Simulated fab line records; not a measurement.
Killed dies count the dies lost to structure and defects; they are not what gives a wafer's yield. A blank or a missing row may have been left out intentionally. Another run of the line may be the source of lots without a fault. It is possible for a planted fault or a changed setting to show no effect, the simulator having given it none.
The tool behind it: which one? | flow n5-finfet | Sampling: 10 lots, 30 wafers, 5 of 1938 route steps

## WHAT EACH GAUGE READ, for each wafer
N5_BEOL_M4_RC_MEAS_101. Usual: DIBL_N 35.9 mV/V, standard deviation 1.9; DIBL_P 35.8 mV/V, standard deviation 2.4; IOFF_N 0.15 nA/um, standard deviation 0.031; IOFF_P 0.21 nA/um, standard deviation 0.037; ION_N 672 uA/um, standard deviation 13; ION_P 462 uA/um, standard deviation 8.3; SS_N 71.5 mV/dec, standard deviation 0.72; SS_P 73.2 mV/dec, standard deviation 0.67; VT_N 250 mV, standard deviation 3.4; VT_P -250 mV, standard deviation 3.4.
lot  | measured     | on        | DIBL_N (mV/V)  | DIBL_P (mV/V)  | IOFF_N (nA/um) | IOFF_P (nA/um) | ION_N (uA/um) | ION_P (uA/um) | SS_N (mV/dec)  | SS_P (mV/dec)  | VT_N (mV)   | VT_P (mV)      | flag
L302 | day 8 08:36  | prober-01 | 36.6 34.4 35.2 | 36.7 35.1 36.2 | 0.16 0.12 0.14 | 0.23 0.21 0.23 | 671 640 667   | 469 456 472   | 71.6 70.6 70.9 | 73.5 73.6 73.5 | 250 257 253 | -248 -249 -249 |
L303 | day 8 16:59  | prober-02 | 32.8 33.6 32.4 | 33.2 34.1 32.9 | 0.11 0.11 0.10 | 0.14 0.14 0.13 | 650 640 651   | 452 435 444   | 70.8 70.8 70.5 | 72.9 73.1 72.6 | 255 259 258 | -258 -259 -258 |
L308 | day 9 11:01  | prober-02 | 35.9 33.1 36.3 | 36.7 32.7 36.9 | 0.16 0.11 0.17 | 0.22 0.16 0.22 | 684 657 678   | 462 456 460   | 70.7 70.2 71.2 | 73.4 71.7 73.2 | 248 252 247 | -252 -254 -248 |
L314 | day 11 05:10 | prober-01 | 36.8 35.0 34.6 | 38.0 35.3 36.1 | 0.17 0.14 0.14 | 0.24 0.20 0.21 | 676 655 679   | 465 459 470   | 71.6 71.8 71.0 | 73.1 73.2 73.0 | 249 253 249 | -245 -247 -246 |
L313 | day 11 13:04 | prober-01 | 38.2 34.0 36.5 | 38.1 32.7 35.6 | 0.20 0.13 0.17 | 0.28 0.19 0.24 | 686 665 675   | 473 461 469   | 71.8 70.9 70.3 | 74.0 72.1 73.5 | 245 251 250 | -246 -249 -246 |
L317 | day 12 00:19 | prober-01 | 35.3 35.6 34.8 | 36.0 35.1 35.6 | 0.14 0.14 0.13 | 0.21 0.19 0.20 | 675 669 666   | 473 460 461   | 70.9 70.4 71.4 | 73.6 73.2 72.9 | 251 252 254 | -248 -250 -251 |
L319 | day 12 23:16 | prober-01 | 35.1 38.3 37.1 | 33.9 38.0 36.6 | 0.13 0.18 0.16 | 0.17 0.23 0.20 | 674 693 674   | 463 480 455   | 71.7 71.4 72.0 | 72.8 73.7 73.1 | 254 250 251 | -256 -249 -253 |
L321 | day 13 07:49 | prober-01 | 37.3 35.4 35.8 | 37.4 36.2 35.8 | 0.19 0.16 0.17 | 0.26 0.23 0.23 | 682 676 688   | 470 472 471   | 71.5 70.8 70.9 | 73.0 73.6 72.9 | 244 247 247 | -246 -248 -248 |
L323 | day 13 22:01 | prober-01 | 38.1 37.9 35.8 | 39.6 38.2 37.0 | 0.19 0.18 0.15 | 0.26 0.23 0.20 | 677 696 674   | 462 474 464   | 72.5 72.1 71.2 | 74.5 74.2 74.0 | 246 249 251 | -246 -248 -251 |
L324 | day 14 01:53 | prober-02 | 34.6 36.8 36.9 | 33.6 35.7 35.7 | 0.13 0.17 0.16 | 0.20 0.23 0.23 | 674 690 682   | 473 475 473   | 70.6 71.4 71.3 | 72.7 73.0 72.5 | 250 249 253 | -251 -247 -247 |

## TOOL THAT RAN EACH LOT (tool first, then ch and the chambers of the sampled wafers, then the start)
lot  | N5_BEOL_M1_SPUTTER_81        | N5_BEOL_M1_SPUTTER_88        | N5_BEOL_M1_ANNEAL_89         | N5_BEOL_M2_COAT_61
L302 | pvd-sputter-02, day 6 15:01  | pvd-sputter-02, day 6 15:27  | pvd-sputter-02, day 6 15:32  | litho-track-03 ch 0, day 6 19:13
L303 | pvd-sputter-01, day 6 18:30  | pvd-sputter-01, day 6 18:56  | pvd-sputter-01, day 6 19:01  | litho-track-05 ch 0, day 6 22:50
L308 | pvd-sputter-01, day 7 21:52  | pvd-sputter-01, day 7 22:19  | pvd-sputter-01, day 7 22:23  | litho-track-05 ch 0, day 8 04:40
L314 | pvd-sputter-02, day 9 17:31  | pvd-sputter-02, day 9 17:57  | pvd-sputter-02, day 9 18:02  | litho-track-05 ch 0, day 10 00:04
L313 | pvd-sputter-01, day 10 04:03 | pvd-sputter-01, day 10 04:29 | pvd-sputter-01, day 10 04:34 | litho-track-05 ch 0, day 10 08:34
L317 | pvd-sputter-03, day 10 10:14 | pvd-sputter-03, day 10 10:40 | pvd-sputter-03, day 10 10:45 | litho-track-03 ch 0, day 10 13:19
L319 | pvd-sputter-01, day 10 18:59 | pvd-sputter-01, day 10 19:25 | pvd-sputter-01, day 10 19:30 | litho-track-03 ch 0, day 10 22:28
L321 | pvd-sputter-02, day 11 09:00 | pvd-sputter-02, day 11 09:26 | pvd-sputter-02, day 11 09:31 | litho-track-03 ch 0, day 11 12:19
L323 | pvd-sputter-01, day 12 04:25 | pvd-sputter-01, day 12 04:51 | pvd-sputter-01, day 12 04:56 | litho-track-03 ch 0, day 12 07:41
L324 | pvd-sputter-03, day 12 14:10 | pvd-sputter-03, day 12 14:37 | pvd-sputter-03, day 12 14:41 | litho-track-01 ch 0, day 12 18:31
- N5_BEOL_M1_SPUTTER_81: material Cu, target thk 4.5 nm, time 8.29 s.
- N5_BEOL_M1_SPUTTER_88: material Cu, target thk 4.5 nm, time 8.29 s.
- N5_BEOL_M1_ANNEAL_89: time 240 s.
- N5_BEOL_M2_COAT_61: time 60 s, resist thk 60 nm.

## AS READ BY THE TOOLS THEMSELVES (means over the sampled wafers that have a number; for cases with no such wafer, the mark the record gives instead)
N5_BEOL_M1_SPUTTER_81. Usual: susceptor-temp-C -20.01 C, standard deviation 0.11; throttle-valve-pct 30.7 %, standard deviation 1.1.
lot  | tool           | susceptor-temp-C (C) | throttle-valve-pct (%) | flag
L302 | pvd-sputter-02 | -19.98               | 30.4                   |
L303 | pvd-sputter-01 | -19.98               | 31.8                   |
L308 | pvd-sputter-01 | -20.09               | 31.0                   |
L314 | pvd-sputter-02 | -20.10               | 30.2                   |
L313 | pvd-sputter-01 | -19.97               | 31.4                   |
L317 | pvd-sputter-03 | -19.97               | 29.4                   |
L319 | pvd-sputter-01 | -20.05               | 31.1                   |
L321 | pvd-sputter-02 | -20.00               | 30.1                   |
L323 | pvd-sputter-01 | -19.95               | 31.0                   |
L324 | pvd-sputter-03 | -19.98               | 30.0                   |

N5_BEOL_M1_SPUTTER_88. Usual: susceptor-temp-C -20.01 C, standard deviation 0.11; throttle-valve-pct 30.7 %, standard deviation 1.
lot  | tool           | susceptor-temp-C (C) | throttle-valve-pct (%) | flag
L302 | pvd-sputter-02 | -19.99               | 30.4                   |
L303 | pvd-sputter-01 | -19.97               | 31.7                   |
L308 | pvd-sputter-01 | -19.98               | 31.1                   |
L314 | pvd-sputter-02 | -20.03               | 30.1                   |
L313 | pvd-sputter-01 | -19.88               | 31.4                   |
L317 | pvd-sputter-03 | -19.87               | 29.7                   |
L319 | pvd-sputter-01 | -19.96               | 30.9                   |
L321 | pvd-sputter-02 | -19.96               | 30.3                   |
L323 | pvd-sputter-01 | -20.06               | 31.2                   |
L324 | pvd-sputter-03 | -20.10               | 29.9                   |

N5_BEOL_M1_ANNEAL_89. Usual: heater-power-w 861 W, standard deviation 52; susceptor-temp-C 400.01 C, standard deviation 0.21.
lot  | tool           | heater-power-w (W) | susceptor-temp-C (C) | flag
L302 | pvd-sputter-02 | 911                | 400.21               |
L303 | pvd-sputter-01 | 815                | 399.72               |
L308 | pvd-sputter-01 | 851                | 400.19               |
L314 | pvd-sputter-02 | 911                | 399.73               |
L313 | pvd-sputter-01 | 862                | 400.22               |
L317 | pvd-sputter-03 | 871                | 400.19               |
L319 | pvd-sputter-01 | 850                | 399.92               |
L321 | pvd-sputter-02 | 905                | 399.88               |
L323 | pvd-sputter-01 | 850                | 400.06               |
L324 | pvd-sputter-03 | 844                | 399.90               |

N5_BEOL_M2_COAT_61. Usual: chill-plate-temp-C 22.98 C, standard deviation 0.11; heater-power-total-W 500.2 W, standard deviation 1.8; run-length-s 66.27 s, standard deviation 0.23.
lot  | tool           | chill-plate-temp-C (C) | heater-power-total-W (W) | run-length-s (s) | flag
L302 | litho-track-03 | 22.84                  | 499.8                    | 66.27            |
L303 | litho-track-05 | 22.97                  | 501.0                    | 66.42            |
L308 | litho-track-05 | 22.91                  | 500.0                    | 66.36            |
L314 | litho-track-05 | 23.06                  | 517.8                    | 63.61            | OFF
L313 | litho-track-05 | 23.04                  | 530.7                    | 60.77            | OFF
L317 | litho-track-03 | 22.93                  | 499.6                    | 66.46            |
L319 | litho-track-03 | 23.00                  | 500.4                    | 66.40            |
L321 | litho-track-03 | 22.87                  | 502.5                    | 66.30            |
L323 | litho-track-03 | 23.09                  | 500.7                    | 66.34            |
L324 | litho-track-01 | 23.04                  | 502.5                    | 66.08            |

## THE ANSWER, worked out from the rows above alone
Rule: take the mean of a lot's wafers that have a number; if it is more than 3 standard deviations from the usual mean, the lot is off. Also off: a lot with no number at a reading for which 4 or more lots have one. The other lots that the step has rows for count as sound. The gauges are gone through in route order, then the tools' own readings, and for those a lot's mean is taken as printed above. The first step at which some lot is off is used, and at that step the reading that is off furthest; a lot without a number counts as furthest.
Off: L314, L313, at N5_BEOL_M2_COAT_61 (run-length-s).
A tool fits if, at that step or a process step before it, it ran every lot that is off, and no sound lot after the first of them. One fits: litho-track-05 at N5_BEOL_M2_COAT_61. A fault onset in the window from L308 (day 8 04:40, its last sound lot) to L314 (day 10 00:04, its first lot off) fits.
The tool's own readings at N5_BEOL_M2_COAT_61 bear it out: on the lots that are off they differ by more than 5 times the standard deviation of the sound lots' means. heater-power-total-W reads 524.2 W there against 500.8 W on the sound lots; run-length-s reads 62.19 s there against 66.33 s on the sound lots.

## WHAT THE SIMULATOR HAD INSERTED
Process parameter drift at N5_BEOL_M2_COAT_61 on litho-track-05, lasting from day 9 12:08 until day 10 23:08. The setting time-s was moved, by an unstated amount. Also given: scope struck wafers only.
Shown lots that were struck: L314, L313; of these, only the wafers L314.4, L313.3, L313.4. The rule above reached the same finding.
